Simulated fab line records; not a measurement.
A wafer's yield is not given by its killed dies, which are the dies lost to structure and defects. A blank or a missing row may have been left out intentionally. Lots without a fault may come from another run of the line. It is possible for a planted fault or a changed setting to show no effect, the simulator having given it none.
fab line records	flow n5-finfet
record: lots: 10	wafers: 29	last-day: 18
route steps=1938 shown BEOL_M3@999 BEOL_M4@1023
lots with no fault: from the same line, run without faults
start-h: hours from the record's opening day to when the first of the lot's shown wafers began	wait-h: hours since the lot's step before	" repeats the value in the row above	L1.1+2: several wafers, shown together as one row	- no value present, or no start provided	* or withheld: withheld	< > ~ a bound
route shown NAME@n: names a module that has steps shown in the file, with the first one's number in the route	usual: mean and standard deviation over wafers with no fault	same: alike in all rows	chamber/n: place in a boat	sites: per-site readings	_std_site: the values' standard deviation	_edge_site: mean of outer sites minus mean of inner sites	radius-mm: for every site, how far away it sits from the centre of the wafer	mask NAME#n: copy n	behind: the last tool/chamber to shape the wafer	hold: reason for holding the lot/hours on hold/outcome of the hold	device: transistor that didn't switch, given as n, p or np	end of line: the tests these same wafers got at the end of their route	a step without rows: its recipe alone	killed: count of dies lost to structure and defects at first sort (not the wafer's yield)	map: a wafer's dies, x killed, . not, _ none there
set.NAME: the setting as run; set.NAME@STEP: as run at that earlier step	model.NAME: the simulator's own value behind a step, which no gauge read
steps of the route over a sample of lots; a table a step, a row a wafer
services: when a tool's chamber went out of use (start-h, in hours from the record's first day, below 0 if earlier), for how many hours, and the reason
== steps ==
step: N5_BEOL_M3_ANNEAL_82
recipe: temp-c: 400	time-s: 240	ambient: vacuum
usual: heater-power-w: 823/80
lot.wafer	tool	chamber	start-h	wait-h	heater-power-w
L216.3	pvd-sputter-03	-	173.07	0.0	787
L216.5	"	-	"	"	790
L216.6	"	-	"	"	1017
L217.1	pvd-sputter-01	-	179.06	0.0	759
L217.2	"	-	"	"	788
L217.6	"	-	"	"	754
L218.3	pvd-sputter-02	-	183.78	0.0	787
L218.5	"	-	"	"	805
L218.6	"	-	"	"	783
L224.1	pvd-sputter-03	-	215.14	0.0	784
L224.6	"	-	"	"	776
L225.2	pvd-sputter-01	-	218.97	0.0	889
L225.3	"	-	"	"	763
L225.4	"	-	"	"	859
L226.1	pvd-sputter-01	-	232.69	0.0	889
L226.2	"	-	"	"	787
L226.3	"	-	"	"	762
L231.2	pvd-sputter-03	-	269.45	0.0	876
L231.4	"	-	"	"	1013
L231.5	"	-	"	"	1007
L236.2	pvd-sputter-03	-	297.62	0.0	796
L236.4	"	-	"	"	883
L236.6	"	-	"	"	1017
L235.2	pvd-sputter-03	-	300.58	0.0	774
L235.3	"	-	"	"	1020
L235.5	"	-	"	"	865
L237.2	pvd-sputter-02	-	301.96	0.0	805
L237.3	"	-	"	"	713
L237.5	"	-	"	"	807
step: N5_BEOL_M3_ANNEAL_91
recipe: temp-c: 400	time-s: 240	ambient: vacuum
usual: heater-power-w: 823/82
lot.wafer	tool	chamber	start-h	wait-h	heater-power-w
L216.3	pvd-sputter-03	-	173.73	0.0	778
L216.5	"	-	"	"	779
L216.6	"	-	"	"	1013
L217.1	pvd-sputter-01	-	179.72	0.0	756
L217.2	"	-	"	"	765
L217.6	"	-	"	"	752
L218.3	pvd-sputter-02	-	184.44	0.0	770
L218.5	"	-	"	"	806
L218.6	"	-	"	"	757
L224.1	pvd-sputter-03	-	215.80	0.0	797
L224.6	"	-	"	"	779
L225.2	pvd-sputter-01	-	219.63	0.0	876
L225.3	"	-	"	"	784
L225.4	"	-	"	"	869
L226.1	pvd-sputter-01	-	233.35	0.0	880
L226.2	"	-	"	"	790
L226.3	"	-	"	"	752
L231.2	pvd-sputter-03	-	270.11	0.0	876
L231.4	"	-	"	"	1015
L231.5	"	-	"	"	997
L236.2	pvd-sputter-03	-	298.28	0.0	794
L236.4	"	-	"	"	895
L236.6	"	-	"	"	985
L235.2	pvd-sputter-03	-	301.24	0.0	776
L235.3	"	-	"	"	1011
L235.5	"	-	"	"	870
L237.2	pvd-sputter-02	-	302.62	0.0	826
L237.3	"	-	"	"	740
L237.5	"	-	"	"	799
step: N5_BEOL_M3_CO_CAP_55
recipe: material: Co	target-thk-a: 20	temp-c: 200	precursor: CCTBA/H2	pressure-torr: 30	time-s: 102.1
usual: heater-power-w: 226/12	run-length-s: 125.0/0.45
lot.wafer	tool	chamber	start-h	wait-h	heater-power-w	run-length-s	since-wet-clean-h
L216.3	cvd-co-02	1	175.23	0.0	232	124.9	1154
L216.5	"	1	"	"	234	125.6	-
L216.6	"	0	"	"	215	125.2	-
L217.1	cvd-co-01	1	181.17	0.0	208	126.0	45
L217.2	"	2	"	"	226	125.4	482
L217.6	"	2	"	"	227	125.2	-
L218.3	cvd-co-01	0	186.01	0.0	226	124.4	946
L218.5	"	1	"	"	208	125.0	-
L218.6	"	0	"	"	239	124.3	-
L224.1	cvd-co-01	2	217.24	0.0	225	125.0	518
L224.6	"	2	"	"	226	155.1	-
L225.2	cvd-co-01	1	221.23	0.0	210	154.8	85
L225.3	"	2	"	"	223	125.9	522
L225.4	"	0	"	"	237	124.8	-
L226.1	cvd-co-01	0	234.81	0.0	235	124.9	995
L226.2	"	1	"	"	204	155.3	98
L226.3	"	1	"	"	211	124.9	-
L231.2	cvd-co-02	1	271.56	0.0	231	125.2	1250
L231.4	"	2	"	"	235	125.0	-
L231.5	"	0	"	"	215	126.1	-
L236.2	cvd-co-02	1	300.00	0.0	224	124.9	1279
L236.4	"	2	"	"	234	124.8	-
L236.6	"	0	"	"	216	125.1	-
L235.2	cvd-co-02	1	302.68	0.0	236	124.8	1281
L235.3	"	0	"	"	216	125.2	844
L235.5	"	1	"	"	232	125.2	-
L237.2	cvd-co-02	0	304.09	0.0	220	125.5	845
L237.3	"	2	"	"	242	124.5	386
L237.5	"	1	"	"	230	125.3	-
step: N5_BEOL_M4_PECVD_72
recipe: material: SiO2	target-thk-a: 160	temp-c: 400	precursor: TEOS/O2	pressure-torr: 5.5	rf-w: 450	teos-flow-sccm: 53.8	gas: O2	flow-sccm: 3000	time-s: 18
usual: heater-power-w: 745/72	showerhead-plenum-p-Torr: 8.81/0.068	throttle-valve-pct: 21.8/0.95
lot.wafer	tool	chamber	start-h	wait-h	heater-power-w	showerhead-plenum-p-Torr	since-wet-clean-h	throttle-valve-pct
L216.3	pecvd-04	0	175.58	0.0	733	8.89	879	21.2
L216.5	"	0	"	"	765	8.90	-	21.1
L216.6	"	1	"	"	834	8.83	-	22.9
L217.1	pecvd-03	2	181.54	0.0	702	8.83	2154	24.1
L217.2	"	0	"	"	839	8.84	704	21.4
L217.6	"	1	"	"	714	8.65	-	21.9
L218.3	pecvd-04	1	186.36	0.0	753	8.82	1615	23.4
L218.5	"	2	"	"	750	8.80	-	20.7
L218.6	"	0	"	"	762	8.88	-	21.1
L224.1	pecvd-03	1	217.61	0.0	682	8.67	1465	21.8
L224.6	"	0	"	"	805	8.86	-	21.7
L225.2	pecvd-04	1	221.61	0.0	744	8.83	1650	22.9
L225.3	"	2	"	"	752	8.82	-	20.6
L225.4	"	1	"	"	762	8.82	-	23.0
L226.1	pecvd-03	0	235.21	0.0	828	8.82	758	21.7
L226.2	"	1	"	"	675	8.65	1483	21.9
L226.3	"	2	"	"	678	8.80	4	21.0
L231.2	pecvd-04	0	271.96	0.0	679	8.89	976	21.3
L231.4	"	2	"	"	668	8.82	-	20.8
L231.5	"	1	"	"	789	8.84	-	23.0
L236.2	pecvd-04	0	300.35	0.0	732	8.90	1004	21.3
L236.4	"	1	"	"	882	8.86	-	23.0
L236.6	"	0	"	"	739	8.88	-	21.3
L235.2	pecvd-03	2	303.04	0.0	626	8.80	72	20.9
L235.3	"	0	"	"	754	8.84	826	21.4
L235.5	"	2	"	"	623	8.77	-	21.3
L237.2	pecvd-04	0	304.44	0.0	668	8.91	1008	20.9
L237.3	"	2	"	"	671	8.82	254	21.1
L237.5	"	2	"	"	664	8.79	-	21.1
step: N5_BEOL_M4_RC_MEAS_101
usual: DIBL_N: 36.0/2	DIBL_P: 36.2/2.2	IOFF_N: 0.16/0.034	IOFF_P: 0.21/0.04	ION_N: 675/12	ION_P: 463/7.2	SS_N: 71.6/0.6	SS_P: 73.3/0.67	VT_N: 250/3	VT_P: -251/3.4
lot.wafer	tool	chamber	start-h	wait-h	DIBL_N[mV/V]	DIBL_P[mV/V]	IOFF_N[nA/um]	IOFF_P[nA/um]	ION_N[uA/um]	ION_P[uA/um]	SS_N[mV/dec]	SS_P[mV/dec]	VT_N[mV]	VT_P[mV]
L216.3	prober-02	0	188.79	0.3	33.9	35.7	0.13	0.18	667	460	71.1	73.1	251	-252
L216.5	"	0	"	"	35.8	37.6	0.15	0.19	680	460	71.4	73.6	248	-253
L216.6	"	0	"	"	33.0	34.6	0.11	0.16	648	445	71.1	72.9	255	-255
L217.1	prober-02	0	193.11	0.0	36.7	38.3	0.18	0.23	680	465	71.9	72.7	249	-249
L217.2	"	0	"	"	34.7	36.3	0.15	0.20	669	461	71.4	72.7	251	-252
L217.6	"	0	"	"	35.8	37.5	0.16	0.21	669	460	71.4	72.5	248	-252
L218.3	prober-02	0	198.35	0.3	35.2	35.2	0.14	0.18	681	460	71.1	73.5	251	-251
L218.5	"	0	"	"	36.7	36.1	0.16	0.18	673	455	71.7	72.3	251	-254
L218.6	"	0	"	"	34.6	35.2	0.13	0.17	665	461	70.6	72.1	250	-252
L224.1	prober-02	0	234.64	0.0	35.9	37.2	0.18	0.21	686	464	71.9	73.5	248	-253
L224.6	"	0	"	"	36.6	37.4	0.19	0.22	688	462	72.1	73.7	248	-252
L225.2	prober-01	0	242.75	0.2	40.9	40.8	0.20	0.26	700	469	71.1	75.2	247	-249
L225.3	"	0	"	"	40.6	40.0	0.20	0.25	687	466	71.7	74.1	247	-249
L225.4	"	0	"	"	39.4	38.3	0.18	0.22	697	470	71.0	74.0	249	-250
L226.1	prober-01	0	245.20	0.0	37.9	39.9	0.20	0.28	682	468	72.1	74.6	244	-246
L226.2	"	0	"	"	37.9	39.9	0.20	0.29	694	481	72.4	73.7	245	-246
L226.3	"	0	"	"	35.4	36.6	0.16	0.24	678	470	71.5	73.3	248	-248
L231.2	prober-02	0	279.87	0.2	34.0	35.0	0.12	0.19	664	466	70.8	73.1	256	-253
L231.4	"	0	"	"	35.0	35.1	0.13	0.19	669	453	71.7	73.5	253	-253
L231.5	"	0	"	"	33.0	33.5	0.11	0.17	653	459	70.2	72.1	256	-252
L236.2	prober-01	0	311.77	0.2	39.8	39.3	0.24	0.29	696	470	72.4	74.2	243	-246
L236.4	"	0	"	"	35.9	36.6	0.17	0.23	690	464	71.0	72.5	247	-247
L236.6	"	0	"	"	35.3	35.1	0.15	0.21	669	467	71.4	72.7	251	-252
L235.2	prober-02	0	314.82	0.2	36.8	36.9	0.16	0.20	672	463	71.1	73.5	249	-253
L235.3	"	0	"	"	38.6	37.4	0.20	0.21	692	465	71.9	73.9	247	-251
L235.5	"	0	"	"	34.2	32.8	0.13	0.16	664	452	71.2	71.9	252	-254
L237.2	prober-01	0	317.14	0.2	34.0	33.6	0.12	0.18	669	459	71.1	73.0	253	-252
L237.3	"	0	"	"	35.2	34.5	0.14	0.19	666	456	71.7	73.5	252	-254
L237.5	"	0	"	"	35.9	34.8	0.15	0.19	673	456	71.7	72.7	250	-253
== services ==
tool	chamber	start-h	hours	kind
pecvd-04	2	150.65	5.5	scheduled-down
pecvd-04	2	179.89	4.6	scheduled-down
pecvd-03	2	202.38	-	clean
pecvd-03	2	202.38	-	consumable-replace:showerhead
pecvd-03	2	202.38	29.0	scheduled-down
pecvd-03	2	202.38	29.0	vent-cycle
cvd-co-01	2	231.13	12.4	repair
pecvd-04	2	233.81	14.8	repair
pecvd-04	-	237.05	0.8	repair
pecvd-03	-	255.45	3.2	repair
pecvd-03	0	264.70	12.5	repair
pecvd-04	-	264.72	2.1	repair
pvd-sputter-01	-	272.12	7.8	repair
pecvd-03	0	286.79	6.2	repair
pecvd-03	1	289.53	4.4	repair
== key ==
first-sign: step: N5_BEOL_M3_CO_CAP_55	reading: run-length-s	direction: up	sigmas: 66	usual: *	struck: *
effect none on later readings
met-at N5_BEOL_M3_CO_CAP_55
struck-lots L224,L225,L226
struck-wafers L224.6,L225.2,L226.2
not-acting-at N5_BEOL_M3_ANNEAL_82,N5_BEOL_M3_ANNEAL_91,N5_BEOL_M4_PECVD_72
onset-between 186.01 217.24
fault: kind: process-parameter-drift	tool: cvd-co-01	chamber: -	onset-h: 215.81	steps: N5_BEOL_M3_CO_CAP_55	channel: time-s	offset: *	shape: step	end-h: 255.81	scope: struck-wafers-only	acts-in: *	stated: *
